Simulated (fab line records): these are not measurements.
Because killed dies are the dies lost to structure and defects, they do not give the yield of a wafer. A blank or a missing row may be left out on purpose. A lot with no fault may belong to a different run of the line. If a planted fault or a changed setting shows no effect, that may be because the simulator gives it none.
fab line records	flow nand-harc
[record] lots = 14	wafers = 42	last-day = 24
route steps=1159 shown P_M0@268 P_M1@303
lots with no fault: from the same line, run without faults
start-h: hours from the record's opening day to when the first of the lot's shown wafers began	wait-h: hours from the lot's prior step to this one	" repeats the value in the row above	L1.1+2: a row that stands for several wafers	- either no value or no given start	* or withheld: withheld	< > ~ a bound
route shown NAME@n: a module of which the file shows steps, and the number in the route of the first	usual: mean and standard deviation over wafers with no fault	same: alike in all rows	chamber/n: place in a boat	sites: per-site readings	_std_site: the values' standard deviation	_edge_site: the outer-site mean with the inner-site mean subtracted	radius-mm: how far each site lies from the wafer's centre	mask NAME#n: copy n	behind: the last tool/chamber to shape the wafer	hold: cause of the lot's hold/its duration in hours/its outcome	device: which transistor (n, p or np) failed to switch	end of line: at the end of the route, the tests of the same wafers	a step given without rows: its recipe and nothing more	killed: at the first sort, the dies lost to defects and structure; wafer yield is something else	map: the dies of a wafer, with x for killed, . for not killed, _ for no die there
set.NAME: the setting that was run; set.NAME@STEP: the one run at that earlier step	model.NAME: the simulator's own value behind a step, which no gauge read
one table for each step of the route and one row for each wafer, over a sample of lots
services: when a tool's chamber went out of use (start-h, in hours from the record's first day, below 0 if earlier), for how many hours, and the reason
[[steps]]
[step NHARC_P_M0_ETCH_15]
[recipe] target-depth-a = 1500	overetch-a = 150	time-s = 82.5	c4f8-flow-sccm = withheld	ar-flow-sccm = 400	rf-w = 600	bias-w = 300	chemistry = C4F8/Ar
[usual] bias-w = 299.8/0.83	oes-product-au = 0.962/0.017	rf-vpp-V = 441.2/2.5
lot.wafer	tool	chamber	start-h	wait-h	bias-w	oes-product-au	rf-hours-counter-h	rf-vpp-V
L509.3	rie-diel-10	3	-	-	300.0	0.971	8	442.4
L509.5	"	0	"	"	300.3	0.969	-	443.1
L509.6	"	1	"	"	300.1	0.967	-	438.7
L508.4	rie-diel-10	3	-	-	300.3	0.964	-	441.4
L508.5	"	0	"	"	301.5	0.967	-	442.9
L508.6	"	1	"	"	299.1	0.967	-	439.0
L511.1	rie-diel-10	0	-	-	300.0	0.983	9	443.2
L511.3	"	2	"	"	299.4	0.951	8	442.2
L511.5	"	0	"	"	299.9	0.983	-	443.8
L510.1	rie-diel-08	0	-	-	301.6	0.974	0	442.1
L510.4	"	3	"	"	299.0	0.974	-	440.3
L510.6	"	0	"	"	300.8	0.963	-	441.4
L514.2	rie-diel-08	1	-	-	300.3	0.955	2	437.3
L514.3	"	2	"	"	300.5	0.964	1	442.6
L514.1	"	3	"	"	299.5	0.978	2	442.9
L518.4	rie-diel-13	3	-	-	300.4	0.966	7	437.3
L518.1	"	2	"	"	299.3	0.969	7	442.0
L518.5	"	0	"	"	299.5	0.959	-	446.1
L517.2	rie-diel-13	1	-	-	299.4	0.933	7	440.0
L517.5	"	1	"	"	298.7	0.943	-	440.7
L517.4	"	0	"	"	300.0	0.924	-	445.9
L522.4	rie-diel-10	2	-	-	300.1	0.952	1	443.1
L522.5	"	3	"	"	299.3	0.973	-	439.1
L522.6	"	0	"	"	298.6	0.970	-	443.8
L519.4	rie-diel-10	0	-	-	300.7	0.976	1	444.1
L519.5	"	1	"	"	300.3	0.967	-	439.0
L519.6	"	2	"	"	299.1	0.965	-	443.3
L527.2	rie-diel-10	0	-	-	299.9	0.964	3	443.6
L527.3	"	1	"	"	300.7	0.975	3	438.1
L527.1	"	2	"	"	299.7	0.978	3	442.7
L526.2	rie-diel-10	1	-	-	300.6	0.968	3	438.1
L526.3	"	2	"	"	299.7	0.973	3	442.7
L526.6	"	1	"	"	300.3	0.974	-	437.3
L528.4	rie-diel-08	1	-	-	298.2	0.927	6	437.4
L528.1	"	3	"	"	300.1	0.940	5	439.3
L528.6	"	1	"	"	298.6	0.917	-	436.1
L529.2	rie-diel-10	0	239.17	0.1	301.7	0.945	3	442.1
L529.4	"	2	"	"	299.8	0.953	-	444.1
L529.6	"	0	"	"	300.0	0.952	-	444.4
L530.2	rie-diel-10	1	-	-	300.5	0.963	3	437.4
L530.3	"	2	"	"	301.3	0.975	6	443.5
L530.5	"	1	"	"	299.3	0.969	-	437.5
[step NHARC_P_M0_THK_MEAS_24]
[recipe] thk-meas-gauge = xrf
[usual] thk-nm = 117.4/1.4
lot.wafer	tool	chamber	start-h	wait-h	thk-nm
L509.3	film-metro-02	-	128.19	-	115.4
L509.5	"	-	"	"	116.3
L509.6	"	-	"	"	115.8
L508.4	film-metro-01	-	128.74	-	117.0
L508.5	"	-	"	"	115.8
L508.6	"	-	"	"	114.1
L511.1	film-metro-02	-	138.00	-	117.2
L511.3	"	-	"	"	116.6
L511.5	"	-	"	"	117.0
L510.1	film-metro-02	-	138.47	-	118.8
L510.4	"	-	"	"	117.4
L510.6	"	-	"	"	116.4
L514.1	film-metro-01	-	157.26	-	115.5
L514.2	"	-	"	"	116.2
L514.3	"	-	"	"	117.6
L518.1	film-metro-01	-	176.11	-	118.5
L518.4	"	-	"	"	117.5
L518.5	"	-	"	"	115.7
L517.2	film-metro-02	-	186.97	-	117.8
L517.4	"	-	"	"	115.7
L517.5	"	-	"	"	114.6
L522.4	film-metro-02	-	197.17	-	116.5
L522.5	"	-	"	"	117.0
L522.6	"	-	"	"	117.5
L519.4	film-metro-01	-	198.36	-	117.9
L519.5	"	-	"	"	117.4
L519.6	"	-	"	"	118.2
L527.1	film-metro-02	-	228.02	-	117.2
L527.2	"	-	"	"	116.3
L527.3	"	-	"	"	116.8
L526.2	film-metro-02	-	228.93	-	118.2
L526.3	"	-	"	"	117.8
L526.6	"	-	"	"	119.2
L528.1	film-metro-02	-	236.17	-	114.1
L528.4	"	-	"	"	115.8
L528.6	"	-	"	"	117.8
L529.2	film-metro-01	-	241.41	-	119.5
L529.4	"	-	"	"	117.3
L529.6	"	-	"	"	118.5
L530.2	film-metro-01	-	251.35	-	118.9
L530.3	"	-	"	"	119.6
L530.5	"	-	"	"	119.2
[step NHARC_P_M1_ETCH_28]
[recipe] target-depth-a = 300	over-etch-frac = 0.3	time-s = 72.99	ion-energy-ev = 150	cf4-flow-sccm = 50	n2-flow-sccm = 100	ar-flow-sccm = 150	rf-w = 300	bias-w = 100	chemistry = CF4/N2
[usual] bias-w = 99.99/0.27	drypump-motor-current-A = 5.7/0.45	oes-product-au = 0.998/0.0063	rf-vpp-V = 314.6/1.9	showerhead-plenum-p-Torr = 2.65/0.11	throttle-valve-pct = 19.794/0.0089
lot.wafer	tool	chamber	start-h	wait-h	bias-w	drypump-motor-current-A	oes-product-au	rf-hours-counter-h	rf-vpp-V	showerhead-plenum-p-Torr	throttle-valve-pct
L509.3	rie-diel-07	1	-	-	100.05	6.3	1.007	1.5	313.8	2.55	19.804
L509.5	"	1	"	"	99.86	6.3	1.005	-	313.1	2.55	19.796
L509.6	"	2	"	"	100.03	5.1	0.988	-	314.2	2.74	19.795
L508.4	rie-diel-07	1	-	-	99.98	6.3	1.012	1.6	312.1	2.55	19.794
L508.6	"	2	"	"	99.99	5.1	0.999	-	316.1	2.74	19.800
L508.5	"	3	"	"	100.19	5.7	1.002	-	313.3	2.65	19.809
L511.3	rie-diel-12	1	-	-	100.22	5.4	0.988	6.6	314.0	2.51	19.788
L511.1	"	2	"	"	99.70	6.5	0.999	6.3	315.0	2.63	19.798
L511.5	"	0	"	"	99.76	6.1	1.010	-	313.1	2.60	19.809
L510.1	rie-diel-07	1	-	-	100.10	6.4	1.003	1.8	314.5	2.55	19.782
L510.4	"	0	"	"	99.74	6.2	0.996	1.7	315.3	2.65	19.789
L510.6	"	1	"	"	99.86	6.3	0.995	-	312.8	2.55	19.801
L514.1	rie-diel-01	0	-	-	99.93	5.5	0.999	0.6	316.1	2.80	19.786
L514.2	"	2	"	"	99.79	5.3	0.996	0.7	318.3	2.83	19.795
L514.3	"	0	"	"	100.01	5.5	1.006	-	316.6	2.80	19.779
L518.4	rie-diel-01	0	-	-	99.73	5.5	1.000	1.2	318.2	2.80	19.815
L518.1	"	1	"	"	99.80	5.3	0.999	1.0	314.2	2.65	19.795
L518.5	"	0	"	"	99.72	5.6	0.998	-	316.6	2.80	19.789
L517.2	rie-diel-07	3	-	-	99.52	5.7	1.002	2.7	315.2	2.65	19.781
L517.4	"	2	"	"	100.08	5.1	1.002	2.8	316.2	2.74	19.787
L517.5	"	3	"	"	99.75	5.8	1.003	-	313.8	2.65	19.785
L522.5	rie-diel-01	0	-	-	99.95	5.5	0.999	-	317.9	2.80	19.785
L522.4	"	1	"	"	100.35	5.3	1.003	-	314.4	2.65	19.790
L522.6	"	3	"	"	100.24	5.4	0.993	-	314.2	2.66	19.782
L519.5	rie-diel-12	2	-	-	100.08	6.5	1.002	-	315.8	2.63	19.793
L519.4	"	3	"	"	99.78	6.2	0.991	-	312.0	2.46	19.802
L519.6	"	1	"	"	100.17	5.5	0.997	-	312.7	2.51	19.792
L527.2	rie-diel-01	1	-	-	100.11	5.3	0.997	5.4	313.7	2.65	19.804
L527.1	"	3	"	"	100.15	5.4	0.995	5.4	313.7	2.66	19.792
L527.3	"	0	"	"	99.83	5.5	0.993	5.4	317.7	2.80	19.789
L526.2	rie-diel-12	0	-	-	100.04	6.1	0.993	1.2	313.2	2.60	19.803
L526.3	"	1	"	"	99.71	5.5	0.989	1.2	313.3	2.51	19.789
L526.6	"	0	"	"	99.94	6.1	0.994	-	313.4	2.60	19.808
L528.4	rie-diel-01	2	-	-	100.22	5.3	0.986	4.2	318.2	2.82	19.790
L528.1	"	0	"	"	100.16	5.5	0.999	5.9	317.1	2.80	19.810
L528.6	"	1	"	"	99.95	5.3	1.002	-	313.8	2.65	19.792
L529.4	rie-diel-12	3	-	-	99.93	6.1	0.995	1.2	311.3	2.46	19.790
L529.2	"	0	"	"	99.99	6.1	0.992	1.6	314.6	2.60	19.799
L529.6	"	1	"	"	100.49	5.5	0.994	-	312.2	2.51	19.804
L530.2	rie-diel-07	2	-	-	99.44	5.1	0.995	0.5	314.3	2.74	19.788
L530.3	"	3	"	"	100.18	5.7	0.996	0.5	313.5	2.65	19.804
L530.5	"	3	"	"	99.95	5.7	1.002	-	315.0	2.65	19.797
[step NHARC_P_M1_DEP_33]
[recipe] target-thk-a = 300	temp-c = 370	target-thk-nm = 30	pressure-torr = 3	flow-sccm = 200	rf-w = 450	material = SiCN
[usual] chamber-pressure-Torr = 3.001/0.0067	heater-power-outer-w = 331/42	heater-power-w = 601/54
lot.wafer	tool	chamber	start-h	wait-h	chamber-pressure-Torr	heater-power-outer-w	heater-power-w
L509.3	pecvd-03	1	132.71	0.1	2.996	290	536
L509.6	"	2	"	"	2.989	336	609
L509.5	"	0	"	"	3.004	250	496
L508.6	pecvd-02	2	134.54	0.2	2.996	350	603
L508.5	"	0	"	"	3.002	354	598
L508.4	"	1	"	"	3.003	311	589
L511.1	pecvd-03	2	142.43	0.1	2.988	307	578
L511.3	"	1	"	"	3.000	298	544
L511.5	"	0	"	"	3.004	298	560
L510.1	pecvd-03	2	143.53	0.1	3.005	355	639
L510.4	"	0	"	"	2.997	300	546
L510.6	"	2	"	"	3.017	365	646
L514.2	pecvd-04	1	161.84	0.1	2.998	317	576
L514.1	"	2	"	"	2.999	315	625
L514.3	"	0	"	"	3.004	377	660
L518.1	pecvd-04	2	180.57	0.1	2.997	321	626
L518.4	"	2	"	"	3.004	315	613
L518.5	"	0	"	"	3.002	355	638
L517.2	pecvd-04	1	191.57	0.1	-	-	-
L517.4	"	2	"	"	-	-	-
L517.5	"	0	"	"	-	-	-
L522.4	pecvd-03	0	201.87	0.2	-	-	-
L522.6	"	1	"	"	-	-	-
L522.5	"	2	"	"	-	-	-
L519.4	pecvd-03	2	203.06	0.2	3.005	369	640
L519.5	"	0	"	"	3.001	267	519
L519.6	"	1	"	"	3.004	276	532
L527.1	pecvd-03	1	233.53	0.1	3.006	270	522
L527.2	"	2	"	"	3.009	346	657
L527.3	"	2	"	"	3.016	348	615
L526.2	pecvd-02	2	233.82	0.1	2.999	347	612
L526.3	"	0	"	"	2.994	350	583
L526.6	"	0	"	"	3.007	351	597
L528.1	pecvd-02	0	241.10	0.1	3.008	291	513
L528.4	"	1	"	"	3.006	262	517
L528.6	"	2	"	"	2.999	393	652
L529.2	pecvd-04	2	245.96	0.1	2.993	328	623
L529.6	"	0	"	"	2.996	363	647
L529.4	"	2	"	"	2.985	326	624
L530.2	pecvd-02	2	256.14	0.1	3.011	364	629
L530.3	"	0	"	"	2.991	375	646
L530.5	"	1	"	"	2.995	309	581
[[services]]
tool	chamber	start-h	hours	kind
pecvd-03	-	111.00	13.0	pm
rie-diel-10	2	120.84	7.3	repair
rie-diel-08	-	124.80	9.0	pm
rie-diel-01	-	137.80	9.0	pm
rie-diel-12	-	142.54	4.3	repair
pecvd-02	-	153.17	13.0	pm
rie-diel-08	-	156.22	0.1	repair
rie-diel-01	1	156.94	8.5	repair
rie-diel-08	1	170.02	8.7	repair
rie-diel-08	2	173.35	50.0	repair
rie-diel-12	-	174.62	0.3	repair
rie-diel-10	-	176.53	9.0	pm
rie-diel-01	2	184.30	15.7	repair
pecvd-04	-	195.95	13.0	pm
rie-diel-12	0	197.91	6.5	repair
rie-diel-08	3	200.66	10.0	repair
rie-diel-12	-	202.78	9.0	pm
rie-diel-07	0	203.53	69.7	repair
rie-diel-10	3	205.56	44.2	repair
rie-diel-08	0	215.29	1.9	repair
rie-diel-07	-	228.20	9.0	pm
pecvd-04	2	229.12	7.9	repair
pecvd-03	0	231.24	10.6	repair
rie-diel-10	1	231.61	14.3	repair
[[key]]
[first-sign] step = NHARC_P_M1_DEP_33	reading = tool-record	direction = missing
effect none on later readings
met-at NHARC_P_M1_DEP_33
struck-lots L517,L522
sort-left-out L517.2,L517.4,L517.5,L522.4,L522.5,L522.6
not-acting-at NHARC_P_M0_ETCH_15,NHARC_P_M0_THK_MEAS_24,NHARC_P_M1_ETCH_28
onset-between 180.57 191.57
[fault] kind = skipped-step-whole	tool = pecvd-03,pecvd-04	chamber = -	onset-h = 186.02	steps = NHARC_P_M1_DEP_33	scope = struck-lots-only
// sort-left-out: the simulated sort isn't trusted on such a fault, so these wafers' sort isn't shown, and their yield isn't known
